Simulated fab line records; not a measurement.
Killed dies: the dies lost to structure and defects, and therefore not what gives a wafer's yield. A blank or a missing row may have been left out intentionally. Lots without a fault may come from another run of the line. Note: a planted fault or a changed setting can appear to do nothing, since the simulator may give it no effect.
A struck lot beside a sound one | flow nand harc | 23 out of 1159 route steps
Sound: the wafers L144.1, L144.3, L144.6. Struck: wafer L154.5 (L154.2, L154.4, from the same lot, were not struck and are left out); the cause is given at the end.
Per side, at each step with rows, come the tool, then ch with its chambers, and then its first start. Under that, the readings that differ: sound wafers | struck wafers | difference of the means | sigmas: that difference in standard deviations of wafers without a fault.
alike: words and numbers the same on both sides, and readings whose means are apart by under 2 such deviations; not compared: readings that were withheld, readings missing a value for some wafer, numbers with overlapping values and no deviation given by the record, and bounds like >300 which may hide the same value.
A row with sigmas, a row that says differs or no value, or rows on one side alone: a step with any of these is where the two part. Non-overlapping numbers with no deviation appear without sigmas and do not part them. A reading that every wafer of one side lacks parts them only if that side has two wafers or more.

first, 4 steps without rows for these wafers: NHARC_P_GATE_PRECLEAN_71 (cleans in SC1); NHARC_P_GATE_SRD_72; NHARC_P_GATE_OXIDE_16 (material SiO2, target thk 3 nm, ox time 392 s); NHARC_P_GATE_CVD_17 (deposits poly-Si, target thk 150 nm, time 900 s).
NHARC_P_GATE_HM_DEP_102: deposits aC, target thk 120 nm.
  sound on acl dep-03 ch 0, day 7 02:59; struck on acl dep-02 ch 0, day 9 14:32
  alike: throttle valve pct
NHARC_P_GATE_DEP_103: deposits SiON, target thk 30 nm.
  sound on pecvd-02 ch 0,1,2, day 7 03:41; struck on pecvd-03 ch 2, day 9 15:07
  alike: heater power w, rf fwd power W
then, 6 steps without rows for these wafers: NHARC_P_GATE_DEHYDRATE_18 (time 120 s); NHARC_P_GATE_HMDS_19 (time 30 s); NHARC_P_GATE_COAT_20 (resist thk 90 nm); NHARC_P_GATE_SOFTBAKE_21 (time 55 s); NHARC_P_GATE_EBR_22; NHARC_P_GATE_EXPOSE_23 (exposes mask P GATE, target cd 120 nm).
NHARC_P_GATE_PEB_24: peb time 65 s.
  sound on litho track-04 ch 0, day 7 04:08; struck on litho track-04 ch 0, day 9 15:34
then, 1 step without rows for these wafers: NHARC_P_GATE_DEVELOP_25 (develop time 35 s).
NHARC_P_GATE_CD_MEAS_26 targets a cd of 120 nm.
  sound on cd sem-02 ch 0, day 7 04:13; struck on cd sem-01 ch 0, day 9 15:38
  reading    | sound             | struck | difference | sigmas
  cd nm (nm) | 121.1 121.0 120.3 | 117.7  | -3.1       | -5
NHARC_P_GATE_OVL_MEAS_27:
  sound on overlay-01 at day 7 04:17; struck on overlay-01 at day 9 15:44
  alike: overlay x nm, overlay y nm
NHARC_P_GATE_INSPECT_28:
  sound on defect inspect-01 at day 7 04:20; struck on defect inspect-01 at day 9 15:46
  alike: raw defect count
NHARC_P_GATE_DESCUM_31: chemistry O2, time 3 s.
  sound on rie diel-06 ch 1,2,3, day 7 04:23; struck on rie diel-06 ch 2, day 9 15:49
  reading                 | sound             | struck | difference | sigmas
  oes product au (a.u.)   | 0.995 1.006 0.990 | 1.018  | +0.021     | +2
  model.P_GATE.cd nm (nm) | 120.8 120.5 119.7 | 117.4  | -2.9       |
  alike: drypump motor current A, rf vpp V, showerhead plenum p Torr, throttle valve pct
  not compared: rf hours counter h
NHARC_P_GATE_ETCH_104: etches the open film in CF4/CHF3, target depth 60 nm.
  sound on rie diel-06 ch 1,2,3, day 7 04:30; struck on rie diel-06 ch 3, day 9 15:55
  alike: cf4 flow sccm, drypump motor current A, oes product au, rf fwd power W, rf vpp V, showerhead plenum p Torr, throttle valve pct
NHARC_P_GATE_HM_OPEN_105: chemistry O2/COS, target depth 360 nm.
  sound on rie diel-06 ch 2,3; struck on rie diel-06 ch 3
  alike: drypump motor current A, oes product au, rf fwd power W, rf vpp V, showerhead plenum p Torr, throttle valve pct
  not compared: rf hours counter h
then, 1 step without rows for these wafers: NHARC_P_GATE_STRIP_106 (strips in O2/COS).
NHARC_P_GATE_ETCH_114: etches the open film in CF4/O2, target depth 30 nm, overetch 3 nm, time 16.5 s.
  sound on rie diel-06 ch 1,2,3; struck on rie diel-06 ch 2
  reading                 | sound           | struck | difference | sigmas
  model.P_GATE.cd nm (nm) | 120.3 122 120.2 | 118.5  | -2.3       |
  alike: cf4 flow sccm, drypump motor current A, oes product au, rf fwd power W, rf vpp V, showerhead plenum p Torr, throttle valve pct
  not compared: rf hours counter h
NHARC_P_GATE_ETCH_32: etches the open film in HBr/Cl2, target depth 150 nm, time 100.1 s.
  sound on rie si-01 ch 0,1,2, day 7 04:59; struck on rie si-02 ch 0, day 9 16:18
  alike: drypump motor current A, he backside leak sccm, oes product au, rf fwd power W, throttle valve pct
  not compared: rf hours counter h

## WHERE THEY PART
First at NHARC_P_GATE_CD_MEAS_26; last, within this record, at NHARC_P_GATE_DESCUM_31. Later steps at which nothing parts them and some readings are alike: NHARC_P_GATE_ETCH_104, NHARC_P_GATE_HM_OPEN_105, NHARC_P_GATE_ETCH_114, NHARC_P_GATE_ETCH_32.

WHY: what had been put in by the simulator
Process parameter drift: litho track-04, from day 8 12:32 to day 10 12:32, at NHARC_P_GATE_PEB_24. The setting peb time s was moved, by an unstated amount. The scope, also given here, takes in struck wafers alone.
